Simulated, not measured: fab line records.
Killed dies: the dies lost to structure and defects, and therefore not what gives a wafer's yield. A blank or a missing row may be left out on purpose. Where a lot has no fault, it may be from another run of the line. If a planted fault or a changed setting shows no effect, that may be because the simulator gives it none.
Code-filled problem report in 8D (eight disciplines) form | flow n5_finfet | the parts of the form that need people (team, actions taken, sign-off) are left out

1. THE PROBLEM
At N5_MOL_CONTACT_COAG_CONTACT_ETCH_14, rf_fwd_power_W averages 273.7 W over 3 wafers from 2 lots, while fault-free wafers read 362.6 W, standard deviation 2.1. That puts it -42 standard deviations away from the usual mean.
The step: etches SiO2 in C4F6/O2, target depth 27.5 nm, overetch 8.5 nm, time 20 s.
Seen first at day 9 04:13 on rie_diel-03, wafer L135.2. Wafers with a number at this step in the record: 30, from 10 lots. Rule for "out", or "out of limits": more than 4 standard deviations from the usual mean. The rest of the wafers with a number are treated as sound.

2. WHAT IT IS; WHAT IT IS NOT
question                    | is                       | is not
which readings at this step | rf_fwd_power_W, rf_vpp_V | O2_flow_sccm, drypump_motor_current_A, oes_product_au, showerhead_plenum_p_Torr, throttle_valve_pct
which lots                  | L135, L137               | L118, L121, L122, L128, L130, L131, L132, L140
which wafers of those lots  | L135.2, L135.6, L137.1   | L135.3, L137.3, L137.6
read on which tools         | rie_diel-03              | rie_diel-02, rie_diel-04
when                        | from day 9 04:13         | up to then (22 sound wafers); but 5 sound wafers of L137, L140 came after

3. WHAT RULES OUT EACH SUSPECT
Counting: a tool at a process step up to the reading stays a suspect if it ran every lot that is out. Sound lots after the first of them don't rule it out here, since some wafers of a struck lot are sound.
- rie_diel-03 at N5_MOL_CONTACT_COAG_ETCH_59 (etches underlayer in N2/H2, target depth 13 nm, time 10.4 s): kept. It processed each lot that is out (first: L135, day 9 04:04); up to then, its last sound lot is L132 (day 8 11:46).
- rie_diel-03 at N5_MOL_CONTACT_COAG_CONTACT_ETCH_14 (etches SiO2 in C4F6/O2, target depth 27.5 nm, overetch 8.5 nm, time 20 s): kept. It processed each lot that is out (first: L135, day 9 04:13); up to then, its last sound lot is L132 (day 8 11:55). On those wafers its own readings are out: rf_fwd_power_W, rf_vpp_V.
- Within rie_diel-03 at N5_MOL_CONTACT_COAG_ETCH_59: the wafers that are out ran in chamber 2; their sound lot-mates ran in chamber 0.
- Within rie_diel-03 at N5_MOL_CONTACT_COAG_CONTACT_ETCH_14: the wafers that are out ran in chamber 2; their sound lot-mates ran in chamber 0.
After counting, rie_diel-03 at N5_MOL_CONTACT_COAG_ETCH_59 and rie_diel-03 at N5_MOL_CONTACT_COAG_CONTACT_ETCH_14 remain.

4. THE CAUSE (what the simulator had put in)
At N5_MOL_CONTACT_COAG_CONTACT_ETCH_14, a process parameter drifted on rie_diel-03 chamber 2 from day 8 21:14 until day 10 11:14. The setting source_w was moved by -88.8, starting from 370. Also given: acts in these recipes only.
Of the 2 suspects that counting leaves, this tool is one.

5. THE CHAIN OF EFFECTS, in route order
One row per reading whose mean, taken over the struck wafers that have a number, lies over 3 standard deviations from the usual. Readings are gone through only where the record gives a usual standard deviation; hours: the median, over the lots, of the time from a lot's start at the first step in this table giving one to that lot's start at this step; sigmas: the change measured in usual standard deviations.
hours | step                                | reading        | usual   | on struck wafers | change | sigmas
0     | N5_MOL_CONTACT_COAG_CONTACT_ETCH_14 | rf_fwd_power_W | 362.6 W | 273.7            | -88.9  | -42
0     | N5_MOL_CONTACT_COAG_CONTACT_ETCH_14 | rf_vpp_V       | 692 V   | 751              | +59    | +18
Process steps it contains:
- N5_MOL_CONTACT_COAG_CONTACT_ETCH_14: etches SiO2 in C4F6/O2, target depth 27.5 nm, overetch 8.5 nm, time 20 s.

6. WHAT WOULD HAVE CAUGHT IT SOONER
In this record no reading fell out of limits until day 9 04:13, 7 hours after the fault had begun at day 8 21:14.
